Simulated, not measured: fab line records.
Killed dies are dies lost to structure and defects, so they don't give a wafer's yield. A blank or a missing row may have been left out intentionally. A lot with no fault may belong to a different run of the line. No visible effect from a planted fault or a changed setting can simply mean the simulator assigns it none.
What tool caused it? + flow n5 finfet + 12 lots (36 wafers sampled), 1 step of a 1938-step route

== WHAT THE GAUGES READ, wafer by wafer ==
N5_BEOL_M8_THK_MEAS_01.
| lot  | measured     | on            | M8_ILD_THK (nm)   |
|------|--------------|---------------|-------------------|
| L075 | day 9 12:10  | film metro-01 | 152.5 152.1 152.7 |
| L078 | day 10 01:51 | film metro-02 | 149.7 151.8 149.0 |
| L079 | day 10 23:14 | film metro-01 | 152.6 156.8 155.7 |
| L081 | day 11 10:18 | film metro-02 | 151.7 152.4 152.5 |
| L082 | day 12 03:47 | film metro-02 | 154.4 155.5 155.9 |
| L086 | day 13 00:30 | film metro-01 | 155.1 153.4 156.9 |
| L088 | day 13 01:49 | film metro-02 | 151.6 153.3 154.4 |
| L087 | day 13 02:25 | film metro-01 | 153.2 151.1 154.4 |
| L092 | day 14 06:05 | film metro-01 | 151.9 154.8 154.1 |
| L093 | day 14 14:50 | film metro-01 | 152.5 155.1 156.6 |
| L095 | day 15 07:08 | film metro-02 | 150.3 153.8 151.8 |
| L097 | day 15 15:32 | film metro-02 | 154.1 152.9 155.2 |

== EACH LOT AND THE TOOL THAT RAN IT (in order: tool; ch and the chambers of the sampled wafers; start) ==
No process step before these readings appears in the record.

== THE ANSWER, worked out from the rows above alone ==
Rule: usual is defined by the lots themselves. Put in order of their means at a reading, lots are off if they are a third of the lots or fewer, leave a main group of 4 or more, and stand apart from it by a gap of 3 or more times the standard deviation of the main group's means; of several such gaps the widest counts. The tables above print the reading to a certain number of digits; a main group whose means all agree to those digits is not used. Also off: a lot with no number at a reading for which 4 or more lots have one. All remaining lots with rows at the step are treated as sound.
No lot is off at any reading shown: from this, nothing can be told.

== WHAT THE SIMULATOR HAD INSERTED ==
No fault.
